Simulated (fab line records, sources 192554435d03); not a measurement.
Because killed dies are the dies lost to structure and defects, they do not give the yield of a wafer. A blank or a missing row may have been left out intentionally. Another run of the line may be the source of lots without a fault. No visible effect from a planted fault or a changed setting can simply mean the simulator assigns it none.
Which of the tools did it? :: flow n5_finfet :: 12 lots with 35 wafers sampled at 4 steps, on a route of 1938 steps

WHAT THE GAUGES READ, wafer by wafer
N5_PASSIVATION_CD_MEAS_10: the cd target is 3000 nm. Usual: 3001.0 nm for cd_nm, sd 2.3.
lot: L756
measured: day 13 04:29
on: cd_sem-03
cd_nm (nm): 2996.5 3000.6 3001.2
flag: 

lot: L759
measured: day 14 18:13
on: cd_sem-03
cd_nm (nm): 3002.2 3000.0 3007.9
flag: 

lot: L760
measured: day 14 13:29
on: cd_sem-02
cd_nm (nm): 2999.4 2998.4 3000.5
flag: 

lot: L764
measured: day 15 05:34
on: cd_sem-03
cd_nm (nm): 3003.5 3003.9 3006.2
flag: 

lot: L762
measured: day 15 18:14
on: cd_sem-03
cd_nm (nm): 3000.4 3000.4 3003.4
flag: 

lot: L766
measured: day 16 09:03
on: cd_sem-02
cd_nm (nm): 3001.3 3004.1 3003.8
flag: 

lot: L767
measured: day 16 17:38
on: cd_sem-01
cd_nm (nm): 3000.8 2996.5 3000.8
flag: 

lot: L770
measured: day 17 08:28
on: cd_sem-03
cd_nm (nm): 3000.7 3004.9 3002.1
flag: 

lot: L769
measured: day 17 09:20
on: cd_sem-03
cd_nm (nm): 3003.0 3002.3 3004.8
flag: 

lot: L768
measured: day 18 04:55
on: cd_sem-03
cd_nm (nm): 2999.0 3001.7 3000.6
flag: 

lot: L771
measured: day 17 07:49
on: cd_sem-02
cd_nm (nm): 2996.4 2995.6
flag: 

lot: L777
measured: day 21 02:21
on: cd_sem-03
cd_nm (nm): 2999.6 2999.2 3001.9
flag: 

N5_PASSIVATION_OVL_MEAS_63. Usual: PAD_OVL typically reads 3 nm, with standard deviation 5.
lot: L756
measured: day 13 08:11
on: overlay-01
PAD_OVL (nm): 1 1 2
flag: 

lot: L759
measured: day 14 20:10
on: overlay-01
PAD_OVL (nm): 3 6 9
flag: 

lot: L760
measured: day 14 15:01
on: overlay-01
PAD_OVL (nm): 0 1 -2
flag: 

lot: L764
measured: day 15 07:07
on: overlay-02
PAD_OVL (nm): -2 0 0
flag: 

lot: L762
measured: day 15 20:32
on: overlay-02
PAD_OVL (nm): 12 13 12
flag: 

lot: L766
measured: day 16 10:28
on: overlay-02
PAD_OVL (nm): 8 11 10
flag: 

lot: L767
measured: day 16 23:32
on: overlay-02
PAD_OVL (nm): 8 6 9
flag: 

lot: L770
measured: day 17 10:38
on: overlay-02
PAD_OVL (nm): 5 4 5
flag: 

lot: L769
measured: day 17 12:07
on: overlay-01
PAD_OVL (nm): 3 -1 1
flag: 

lot: L768
measured: day 18 06:38
on: overlay-02
PAD_OVL (nm): -9 -9 -5
flag: 

lot: L771
measured: day 17 10:06
on: overlay-01
PAD_OVL (nm): 3 2
flag: 

lot: L777
measured: day 21 03:49
on: overlay-01
PAD_OVL (nm): -1 4 5
flag: 

EACH LOT AND THE TOOL THAT RAN IT (in order: tool; ch and the chambers of the sampled wafers; start)
lot: L756
N5_BEOL_M3_ETCH_69: rie_diel-06 ch 0,2, day 7 13:52
N5_PASSIVATION_AL_DEP_21: pvd_sputter-01, day 13 07:39

lot: L759
N5_BEOL_M3_ETCH_69: rie_diel-02 ch 2,3, day 8 14:53
N5_PASSIVATION_AL_DEP_21: pvd_sputter-01, day 14 19:40

lot: L760
N5_BEOL_M3_ETCH_69: rie_diel-03 ch 0,2, day 8 18:16
N5_PASSIVATION_AL_DEP_21: pvd_sputter-02, day 14 14:23

lot: L764
N5_BEOL_M3_ETCH_69: rie_diel-03 ch 1,2, day 9 19:04
N5_PASSIVATION_AL_DEP_21: pvd_sputter-03, day 15 06:29

lot: L762
N5_BEOL_M3_ETCH_69: rie_diel-02 ch 0,1,2, day 10 03:05
N5_PASSIVATION_AL_DEP_21: pvd_sputter-03, day 15 19:55

lot: L766
N5_BEOL_M3_ETCH_69: rie_diel-02 ch 1,3, day 10 09:40
N5_PASSIVATION_AL_DEP_21: pvd_sputter-03, day 16 09:58

lot: L767
N5_BEOL_M3_ETCH_69: rie_diel-06 ch 0,2,3, day 10 17:29
N5_PASSIVATION_AL_DEP_21: pvd_sputter-03, day 16 23:02

lot: L770
N5_BEOL_M3_ETCH_69: rie_diel-03 ch 0,1, day 10 23:13
N5_PASSIVATION_AL_DEP_21: pvd_sputter-03, day 17 10:01

lot: L769
N5_BEOL_M3_ETCH_69: rie_diel-02 ch 0,1,2, day 11 03:23
N5_PASSIVATION_AL_DEP_21: pvd_sputter-03, day 17 11:37

lot: L768
N5_BEOL_M3_ETCH_69: rie_diel-06 ch 2,3, day 11 06:59
N5_PASSIVATION_AL_DEP_21: pvd_sputter-02, day 18 06:08

lot: L771
N5_BEOL_M3_ETCH_69: rie_diel-02 ch 2,3, day 11 18:49
N5_PASSIVATION_AL_DEP_21: pvd_sputter-03, day 17 09:28

lot: L777
N5_BEOL_M3_ETCH_69: rie_diel-06 ch 2,3, day 13 09:16
N5_PASSIVATION_AL_DEP_21: pvd_sputter-03, day 21 03:19
- N5_BEOL_M3_ETCH_69: etches SiARC in CF4, target depth 15.6 nm, time 26 s.
- N5_PASSIVATION_AL_DEP_21: deposits Al, target thk 2800 nm, time 170 s.

AS READ BY THE TOOLS THEMSELVES (means over the sampled wafers that have a number; for cases with no such wafer, the mark the record gives instead)
N5_BEOL_M3_ETCH_69. Usual: drypump_motor_current_A 5.6 A, standard deviation 0.34; etch_rf_on_time_s 26.0 s, standard deviation 1.1; oes_product_au 0.67 a.u., standard deviation 0.055; rf_vpp_V 184.0 V, standard deviation 1.3; showerhead_plenum_p_Torr 2.13 Torr, standard deviation 0.076; throttle_valve_pct 15.62 %, standard deviation 0.19.
lot: L756
tool: rie_diel-06
drypump_motor_current_A (A): 5.6
etch_rf_on_time_s (s): 25.7
oes_product_au (a.u.): 0.77
rf_vpp_V (V): 183.2
showerhead_plenum_p_Torr (Torr): 2.07
throttle_valve_pct (%): 15.32
flag: 

lot: L759
tool: rie_diel-02
drypump_motor_current_A (A): 5.6
etch_rf_on_time_s (s): 26.7
oes_product_au (a.u.): 0.63
rf_vpp_V (V): 182.5
showerhead_plenum_p_Torr (Torr): 2.07
throttle_valve_pct (%): 15.74
flag: 

lot: L760
tool: rie_diel-03
drypump_motor_current_A (A): 5.8
etch_rf_on_time_s (s): 27.1
oes_product_au (a.u.): 0.68
rf_vpp_V (V): 184.6
showerhead_plenum_p_Torr (Torr): 2.19
throttle_valve_pct (%): 15.55
flag: 

lot: L764
tool: rie_diel-03
drypump_motor_current_A (A): 6.1
etch_rf_on_time_s (s): 25.6
oes_product_au (a.u.): 0.64
rf_vpp_V (V): 184.6
showerhead_plenum_p_Torr (Torr): 2.16
throttle_valve_pct (%): 15.67
flag: 

lot: L762
tool: rie_diel-02
drypump_motor_current_A (A): 5.5
etch_rf_on_time_s (s): 25.3
oes_product_au (a.u.): 0.68
rf_vpp_V (V): 185.5
showerhead_plenum_p_Torr (Torr): 2.16
throttle_valve_pct (%): 15.53
flag: 

lot: L766
tool: rie_diel-02
drypump_motor_current_A (A): 5.5
etch_rf_on_time_s (s): 25.9
oes_product_au (a.u.): 0.69
rf_vpp_V (V): 184.9
showerhead_plenum_p_Torr (Torr): 2.18
throttle_valve_pct (%): 15.53
flag: 

lot: L767
tool: rie_diel-06
drypump_motor_current_A (A): 5.7
etch_rf_on_time_s (s): 26.1
oes_product_au (a.u.): 0.68
rf_vpp_V (V): 183.1
showerhead_plenum_p_Torr (Torr): 2.07
throttle_valve_pct (%): 15.58
flag: 

lot: L770
tool: rie_diel-03
drypump_motor_current_A (A): 6.2
etch_rf_on_time_s (s): 27.1
oes_product_au (a.u.): 0.69
rf_vpp_V (V): 184.0
showerhead_plenum_p_Torr (Torr): 2.17
throttle_valve_pct (%): 15.60
flag: 

lot: L769
tool: rie_diel-02
drypump_motor_current_A (A): 5.5
etch_rf_on_time_s (s): 25.2
oes_product_au (a.u.): 0.68
rf_vpp_V (V): 184.2
showerhead_plenum_p_Torr (Torr): 2.15
throttle_valve_pct (%): 15.54
flag: 

lot: L768
tool: rie_diel-06
drypump_motor_current_A (A): 5.8
etch_rf_on_time_s (s): 26.2
oes_product_au (a.u.): 0.61
rf_vpp_V (V): 183.0
showerhead_plenum_p_Torr (Torr): 2.08
throttle_valve_pct (%): 15.82
flag: 

lot: L771
tool: rie_diel-02
drypump_motor_current_A (A): 5.6
etch_rf_on_time_s (s): 26.5
oes_product_au (a.u.): 0.62
rf_vpp_V (V): 184.0
showerhead_plenum_p_Torr (Torr): 2.08
throttle_valve_pct (%): 15.78
flag: 

lot: L777
tool: rie_diel-06
drypump_motor_current_A (A): 5.9
etch_rf_on_time_s (s): 26.9
oes_product_au (a.u.): 0.62
rf_vpp_V (V): 182.8
showerhead_plenum_p_Torr (Torr): 2.03
throttle_valve_pct (%): 15.76
flag: 

N5_PASSIVATION_AL_DEP_21. Usual: 29.7 % for throttle_valve_pct, sd 0.87.
lot: L756
tool: pvd_sputter-01
throttle_valve_pct (%): 29.8
flag: 

lot: L759
tool: pvd_sputter-01
throttle_valve_pct (%): 30.1
flag: 

lot: L760
tool: pvd_sputter-02
throttle_valve_pct (%): 29.7
flag: 

lot: L764
tool: pvd_sputter-03
throttle_valve_pct (%): 30.7
flag: 

lot: L762
tool: pvd_sputter-03
throttle_valve_pct (%): 29.6
flag: 

lot: L766
tool: pvd_sputter-03
throttle_valve_pct (%): 29.0
flag: 

lot: L767
tool: pvd_sputter-03
throttle_valve_pct (%): 29.7
flag: 

lot: L770
tool: pvd_sputter-03
throttle_valve_pct (%): 30.1
flag: 

lot: L769
tool: pvd_sputter-03
throttle_valve_pct (%): 29.6
flag: 

lot: L768
tool: pvd_sputter-02
throttle_valve_pct (%): 29.5
flag: 

lot: L771
tool: pvd_sputter-03
throttle_valve_pct (%): 30.5
flag: 

lot: L777
tool: pvd_sputter-03
throttle_valve_pct (%): 29.1
flag: 

THE ANSWER, worked out from the rows above alone
Rule: a lot is off if the mean of its wafers that have a number lies more than 3 standard deviations from the usual mean. Also off: a lot with no number at a reading for which 4 or more lots have one. All remaining lots with rows at the step are treated as sound. After the gauges, taken in route order, come the tools' own readings; for these a lot's mean is taken, as printed above. At the first step where some lot is off, the reading lying furthest off is the one used; lots without a number count as furthest.
No lot is off on any of the readings shown, so nothing can be concluded from this.

WHAT THE SIMULATOR HAD INSERTED
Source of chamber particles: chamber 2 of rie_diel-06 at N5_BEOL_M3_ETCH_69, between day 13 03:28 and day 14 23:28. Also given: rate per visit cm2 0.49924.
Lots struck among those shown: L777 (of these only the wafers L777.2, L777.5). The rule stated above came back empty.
